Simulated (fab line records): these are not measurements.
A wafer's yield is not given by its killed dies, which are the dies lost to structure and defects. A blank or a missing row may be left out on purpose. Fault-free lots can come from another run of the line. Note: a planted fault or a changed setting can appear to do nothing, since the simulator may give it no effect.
Which tool did it? / flow n5-finfet / 27 wafers from 9 lots sampled at 4 of the route's 1938 steps

== WHAT EACH GAUGE READ, for each wafer ==
N5_BEOL_M4_RC_MEAS_101.
lot=L346; measured=day 8 20:15; on=prober-02; IOFF_P_LIN (nA/um)=0.109 0.085 0.133
lot=L348; measured=day 9 03:07; on=prober-02; IOFF_P_LIN (nA/um)=0.100 0.092 0.084
lot=L350; measured=day 10 02:00; on=prober-02; IOFF_P_LIN (nA/um)=0.075 0.082 0.097
lot=L354; measured=day 11 02:52; on=prober-01; IOFF_P_LIN (nA/um)=0.097 0.096 0.113
lot=L356; measured=day 10 11:23; on=prober-01; IOFF_P_LIN (nA/um)=0.095 0.089 0.078
lot=L357; measured=day 11 08:05; on=prober-01; IOFF_P_LIN (nA/um)=0.081 0.107 0.111
lot=L358; measured=day 11 10:07; on=prober-01; IOFF_P_LIN (nA/um)=0.096 0.090 0.096
lot=L364; measured=day 12 17:22; on=prober-01; IOFF_P_LIN (nA/um)=0.115 0.088 2.141
lot=L366; measured=day 14 04:22; on=prober-01; IOFF_P_LIN (nA/um)=2.198 0.103 1.987

== TOOL THAT RAN EACH LOT (tool first, then ch and the chambers of the sampled wafers, then the start) ==
lot=L346; N5_HKMG_FIN_CVD_62=thermal-cvd-si-02 ch 0,1, day 4 15:41; N5_BEOL_M4_SPUTTER_90=pvd-sputter-03, day 8 18:22; N5_BEOL_M4_ANNEAL_91=pvd-sputter-03, day 8 18:26
lot=L348; N5_HKMG_FIN_CVD_62=thermal-cvd-si-02 ch 0,1, day 4 22:19; N5_BEOL_M4_SPUTTER_90=pvd-sputter-02, day 9 01:08; N5_BEOL_M4_ANNEAL_91=pvd-sputter-02, day 9 01:13
lot=L350; N5_HKMG_FIN_CVD_62=thermal-cvd-si-02 ch 0,1,2, day 5 11:35; N5_BEOL_M4_SPUTTER_90=pvd-sputter-02, day 10 00:14; N5_BEOL_M4_ANNEAL_91=pvd-sputter-02, day 10 00:19
lot=L354; N5_HKMG_FIN_CVD_62=thermal-cvd-si-02 ch 0,1,2, day 6 08:20; N5_BEOL_M4_SPUTTER_90=pvd-sputter-03, day 11 00:34; N5_BEOL_M4_ANNEAL_91=pvd-sputter-03, day 11 00:39
lot=L356; N5_HKMG_FIN_CVD_62=thermal-cvd-si-02 ch 0,1,2, day 6 18:50; N5_BEOL_M4_SPUTTER_90=pvd-sputter-01, day 10 09:29; N5_BEOL_M4_ANNEAL_91=pvd-sputter-01, day 10 09:34
lot=L357; N5_HKMG_FIN_CVD_62=thermal-cvd-si-01 ch 0,2, day 6 23:55; N5_BEOL_M4_SPUTTER_90=pvd-sputter-02, day 11 06:14; N5_BEOL_M4_ANNEAL_91=pvd-sputter-02, day 11 06:19
lot=L358; N5_HKMG_FIN_CVD_62=thermal-cvd-si-02 ch 0,1, day 7 09:01; N5_BEOL_M4_SPUTTER_90=pvd-sputter-02, day 11 08:22; N5_BEOL_M4_ANNEAL_91=pvd-sputter-02, day 11 08:26
lot=L364; N5_HKMG_FIN_CVD_62=thermal-cvd-si-02 ch 0,1,2, day 8 21:18; N5_BEOL_M4_SPUTTER_90=pvd-sputter-01, day 12 15:24; N5_BEOL_M4_ANNEAL_91=pvd-sputter-01, day 12 15:29
lot=L366; N5_HKMG_FIN_CVD_62=thermal-cvd-si-02 ch 0,2, day 9 08:25; N5_BEOL_M4_SPUTTER_90=pvd-sputter-03, day 14 02:36; N5_BEOL_M4_ANNEAL_91=pvd-sputter-03, day 14 02:41
- N5_HKMG_FIN_CVD_62: deposits a-Si from Si2H6, target thk 3 nm, time 20.8 s.
- N5_BEOL_M4_SPUTTER_90: material Cu, target thk 4.5 nm, time 8.29 s.
- N5_BEOL_M4_ANNEAL_91: time 240 s.

== THE ANSWER, worked out from the rows above alone ==
Rule: the lots themselves supply what counts as usual. The widest of any qualifying gaps counts: lots, ordered by their means at a reading, are off when they make up no more than a third of the lots, leave a main group of 4 or more, and stand apart from it by 3 or more times the standard deviation of that group's means. The tables above print the reading to a certain number of digits; a main group whose means all agree to those digits is not used. A lot without any number at a reading at which 4 lots or more have one is off too. The other lots that the step has rows for count as sound.
Off: L364, L366, seen at N5_BEOL_M4_RC_MEAS_101 (IOFF_P_LIN). Main group: mean 0.096 nA/um, sd 0.0079.
If a tool, at a process step before that reading, ran all the lots that are off and no sound lot after the first of them, it fits. The gauges at N5_BEOL_M4_RC_MEAS_101 are tried like those tools. 2 tools fit, thermal-cvd-si-02 at N5_HKMG_FIN_CVD_62 and prober-01 at N5_BEOL_M4_RC_MEAS_101, so this cannot tell which one it is.

== WHAT THE SIMULATOR HAD INSERTED ==
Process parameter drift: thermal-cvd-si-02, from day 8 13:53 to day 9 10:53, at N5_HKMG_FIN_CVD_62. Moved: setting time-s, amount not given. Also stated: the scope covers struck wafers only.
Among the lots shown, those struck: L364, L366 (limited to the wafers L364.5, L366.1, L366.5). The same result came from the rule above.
